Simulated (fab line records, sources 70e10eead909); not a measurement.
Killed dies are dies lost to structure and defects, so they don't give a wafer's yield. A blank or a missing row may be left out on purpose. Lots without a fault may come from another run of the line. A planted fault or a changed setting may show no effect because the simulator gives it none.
Chamber matching | flow nand_harc | NHARC_A_STAIRCASE_TRIM_191 on rie_diel-12: 4 sister chambers
The step chemistry O2, time 211.2 s. 8 wafers are shown with their chamber, then 7 later ones without.

WAFERS WITH THEIR CHAMBER
wafer  | chamber | drypump_motor_current_A (A) | showerhead_plenum_p_Torr (Torr)
L861.3 | 0       | 5.7                         | 3.67
L867.1 | 2       | 6.3                         | 3.36
L867.4 | 0       | 5.7                         | 3.65
L869.1 | 1       | 5.4                         | 3.77
L869.3 | 2       | 6.3                         | 3.35
L875.6 | 3       | 6.2                         | 3.44
L882.1 | 3       | 6.3                         | 3.43
L882.3 | 1       | 5.4                         | 3.76

WAFERS WITHOUT THEIR CHAMBER
wafer  | drypump_motor_current_A (A) | showerhead_plenum_p_Torr (Torr)
L882.4 | 6.3                         | 3.33
L883.2 | 6.3                         | 3.33
L883.4 | 5.4                         | 3.75
L883.6 | 6.3                         | 3.33
L884.1 | 6.3                         | 3.43
L884.3 | 6.3                         | 3.33
L884.4 | 5.4                         | 3.75

WHICH CHAMBER EACH WENT THROUGH
wafer  | from the rows above | in truth
L882.4 | 2                   | 2
L883.2 | 2                   | 2
L883.4 | 1                   | 1
L883.6 | 2                   | 2
L884.1 | 3                   | 3
L884.3 | 2                   | 2
L884.4 | 1                   | 1
Placed correctly: 7 of 7. Can't be placed from these rows: 0. Placed wrongly: 0.
How it was worked out, from the rows above alone: a wafer's distance from a chamber is the root of the sum, over the readings, of the square of ((its reading less the chamber's mean) divided by the reading's scatter). The wafer belongs to the nearest chamber; if the next one is less than 2 further off, it can't be placed. A chamber's mean is the mean of its shown wafers. The scatter: the root of (the sum of the squares of (reading less its chamber's mean) over the shown wafers, divided by (wafers less chambers)).
